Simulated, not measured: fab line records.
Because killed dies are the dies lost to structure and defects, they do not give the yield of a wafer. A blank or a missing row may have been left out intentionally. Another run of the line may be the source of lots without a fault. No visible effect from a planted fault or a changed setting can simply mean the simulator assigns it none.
What tool caused it?	flow nand_harc	12 lots, 36 wafers sampled, at 6 steps of a route of 1302

WHAT THE GAUGES SHOWED, per wafer
NHARC_A_CHANNEL_HOLE_D1_INSPECT_40.
lot	measured	on	raw_defect_count
L572	day 8 23:22	defect_inspect-02	75 105 71
L574	day 9 23:08	defect_inspect-02	67 30 34
L575	day 10 04:10	defect_inspect-02	47 40 73
L577	day 10 19:32	defect_inspect-02	100 92 77
L576	day 11 07:07	defect_inspect-02	109 140 113
L580	day 12 02:11	defect_inspect-01	118 82 126
L581	day 12 22:48	defect_inspect-02	120 123 108
L583	day 13 09:54	defect_inspect-02	84 85 95
L586	day 15 01:55	defect_inspect-02	81 885 71
L588	day 15 06:01	defect_inspect-02	109 72 869
L594	day 18 06:11	defect_inspect-02	57 74 52
L595	day 18 10:23	defect_inspect-02	67 74 61

NHARC_END_SORT_01.
lot	measured	on	killed_at_array	killed_at_other	killed_at_periphery	killed_dies	killed_open	killed_short
L586	day 30 17:14	prober-01	74 111 75	0 1 2	4 2 4	78 114 81	3 2 8	2 3 1
L588	day 31 19:52	prober-01	85 60 116	0 0 0	4 4 9	89 64 125	3 3 4	3 0 2

TOOL THAT RAN EACH LOT (tool first, then ch and the chambers of the sampled wafers, then the start)
lot	NHARC_A_CHANNEL_HOLE_D1_ETCH_23	NHARC_A_CHANNEL_HOLE_D1_ETCH_26	NHARC_A_CHANNEL_HOLE_D1_ETCH_33	NHARC_A_CHANNEL_HOLE_D1_PRECLEAN_28
L572	har_etch-02 ch 0,1, day 8 19:10	har_etch-02 ch 0,1, day 8 21:24	har_etch-02 ch 0,1, day 8 21:36	wet_bench-02 ch 2,4,6, day 8 23:02
L574	har_etch-01 ch 0,1, day 9 18:29	har_etch-01 ch 0,1, day 9 20:50	har_etch-01 ch 0,1, day 9 21:02	wet_bench-01 ch 0,5,6, day 9 22:49
L575	har_etch-01 ch 0,1, day 9 23:53	har_etch-01 ch 0,1, day 10 02:14	har_etch-01 ch 0,1, day 10 02:26	wet_bench-01 ch 1,4,6, day 10 03:50
L577	har_etch-02 ch 0,1, day 10 15:07	har_etch-02 ch 0,1, day 10 17:27	har_etch-02 ch 0,1, day 10 17:39	wet_bench-02 ch 0,1,5, day 10 19:13
L576	har_etch-02 ch 0,1, day 11 02:57	har_etch-02 ch 0,1, day 11 05:12	har_etch-02 ch 0,1, day 11 05:24	wet_bench-01 ch 0,4,5, day 11 06:47
L580	har_etch-02 ch 0,1, day 11 22:02	har_etch-02 ch 0,1, day 12 00:17	har_etch-02 ch 0,1, day 12 00:29	wet_bench-01 ch 4,5,6, day 12 01:52
L581	har_etch-02 ch 0,1, day 12 18:38	har_etch-02 ch 0,1, day 12 20:55	har_etch-02 ch 0,1, day 12 21:06	wet_bench-02 ch 1,5,6, day 12 22:28
L583	har_etch-02 ch 1, day 13 05:44	har_etch-02 ch 1, day 13 08:01	har_etch-02 ch 1, day 13 08:12	wet_bench-02 ch 0,5,7, day 13 09:35
L586	har_etch-02 ch 0,1, day 14 21:48	har_etch-02 ch 0,1, day 14 23:59	har_etch-02 ch 0,1, day 15 00:11	wet_bench-02 ch 2,3,5, day 15 01:35
L588	har_etch-02 ch 0,1, day 15 01:44	har_etch-02 ch 0,1, day 15 04:05	har_etch-02 ch 0,1, day 15 04:17	wet_bench-02 ch 2,3,4, day 15 05:41
L594	har_etch-01 ch 0,1, day 18 01:56	har_etch-01 ch 0,1, day 18 04:15	har_etch-01 ch 0,1, day 18 04:27	wet_bench-01 ch 0,4,6, day 18 05:51
L595	har_etch-01 ch 0,1, day 18 06:05	har_etch-01 ch 0,1, day 18 08:27	har_etch-01 ch 0,1, day 18 08:39	wet_bench-01 ch 1,2,5, day 18 10:04
- NHARC_A_CHANNEL_HOLE_D1_ETCH_23: etches the open film in C4F8/O2/Ar, time 819 s, target depth 1600 nm.
- NHARC_A_CHANNEL_HOLE_D1_ETCH_26: etches the open film in C4F8/O2/Ar, time 224.1 s, target depth 300 nm.
- NHARC_A_CHANNEL_HOLE_D1_ETCH_33: etches the open film in C4F8/O2/Ar, time 90 s, target depth 400 nm.
- NHARC_A_CHANNEL_HOLE_D1_PRECLEAN_28: cleans in SC1.

AS READ BY THE TOOLS THEMSELVES (means over the sampled wafers that have a number; for cases with no such wafer, the mark the record gives instead)
NHARC_A_CHANNEL_HOLE_D1_ETCH_23.
lot	tool	drypump_motor_current_A (A)	showerhead_plenum_p_Torr (Torr)	throttle_valve_pct (%)
L572	har_etch-02	5.6	3.66	32.148
L574	har_etch-01	6.1	3.72	32.147
L575	har_etch-01	6.1	3.72	32.149
L577	har_etch-02	5.5	3.70	32.158
L576	har_etch-02	5.5	3.70	32.149
L580	har_etch-02	5.5	3.70	32.152
L581	har_etch-02	5.6	3.64	32.153
L583	har_etch-02	5.4	3.75	32.145
L586	har_etch-02	5.6	3.62	32.155
L588	har_etch-02	5.5	3.67	32.149
L594	har_etch-01	6.2	3.66	32.154
L595	har_etch-01	6.1	3.66	32.154

NHARC_A_CHANNEL_HOLE_D1_ETCH_26.
lot	tool	drypump_motor_current_A (A)	showerhead_plenum_p_Torr (Torr)	throttle_valve_pct (%)
L572	har_etch-02	5.6	3.71	24.582
L574	har_etch-01	6.1	3.77	24.577
L575	har_etch-01	6.1	3.77	24.584
L577	har_etch-02	5.5	3.75	24.581
L576	har_etch-02	5.5	3.75	24.583
L580	har_etch-02	5.5	3.75	24.579
L581	har_etch-02	5.6	3.68	24.576
L583	har_etch-02	5.4	3.80	24.581
L586	har_etch-02	5.6	3.66	24.584
L588	har_etch-02	5.5	3.72	24.583
L594	har_etch-01	6.1	3.70	24.590
L595	har_etch-01	6.1	3.70	24.582

NHARC_A_CHANNEL_HOLE_D1_ETCH_33.
lot	tool	drypump_motor_current_A (A)	showerhead_plenum_p_Torr (Torr)	throttle_valve_pct (%)
L572	har_etch-02	5.6	3.70	27.631
L574	har_etch-01	6.1	3.76	27.617
L575	har_etch-01	6.1	3.76	27.632
L577	har_etch-02	5.5	3.75	27.618
L576	har_etch-02	5.5	3.74	27.617
L580	har_etch-02	5.5	3.74	27.611
L581	har_etch-02	5.6	3.68	27.617
L583	har_etch-02	5.4	3.79	27.619
L586	har_etch-02	5.6	3.66	27.617
L588	har_etch-02	5.5	3.71	27.624
L594	har_etch-01	6.1	3.70	27.613
L595	har_etch-01	6.1	3.69	27.623

NHARC_A_CHANNEL_HOLE_D1_PRECLEAN_28.
lot	tool	nh4oh_flow_mL_min
L572	wet_bench-02	28.24
L574	wet_bench-01	28.24
L575	wet_bench-01	28.32
L577	wet_bench-02	28.38
L576	wet_bench-01	28.30
L580	wet_bench-01	28.20
L581	wet_bench-02	28.31
L583	wet_bench-02	28.31
L586	wet_bench-02	28.38
L588	wet_bench-02	28.36
L594	wet_bench-01	28.30
L595	wet_bench-01	28.35

THE ANSWER, worked out from the rows above alone
Rule: the lots themselves supply what counts as usual. Put in order of their means at a reading, lots are off if they are a third of the lots or fewer, leave a main group of 4 or more, and stand apart from it by a gap of 3 or more times the standard deviation of the main group's means; of several such gaps the widest counts. Not used: any main group whose means are identical at the precision the tables above print for the reading. Also off: a lot with no number at a reading for which 4 or more lots have one. The other lots that the step has rows for count as sound. After the gauges, taken in route order, come the tools' own readings; for these a lot's mean is taken, as printed above. The first step at which some lot is off is used, and at that step the reading that is off furthest; a lot without a number counts as furthest.
Off, at NHARC_A_CHANNEL_HOLE_D1_INSPECT_40 on raw_defect_count: L586, L588. Mean 83 and standard deviation 25 in the main group.
A tool fits if, at a process step before that reading, it ran every lot that is off, and no sound lot after the first of them. The gauges at NHARC_A_CHANNEL_HOLE_D1_INSPECT_40 are tried like those tools. This does not decide it: 2 tools fit, namely har_etch-02 at NHARC_A_CHANNEL_HOLE_D1_ETCH_23 and NHARC_A_CHANNEL_HOLE_D1_ETCH_26 and NHARC_A_CHANNEL_HOLE_D1_ETCH_33 and wet_bench-02 at NHARC_A_CHANNEL_HOLE_D1_PRECLEAN_28.

WHAT HAD BEEN PUT IN BY THE SIMULATOR
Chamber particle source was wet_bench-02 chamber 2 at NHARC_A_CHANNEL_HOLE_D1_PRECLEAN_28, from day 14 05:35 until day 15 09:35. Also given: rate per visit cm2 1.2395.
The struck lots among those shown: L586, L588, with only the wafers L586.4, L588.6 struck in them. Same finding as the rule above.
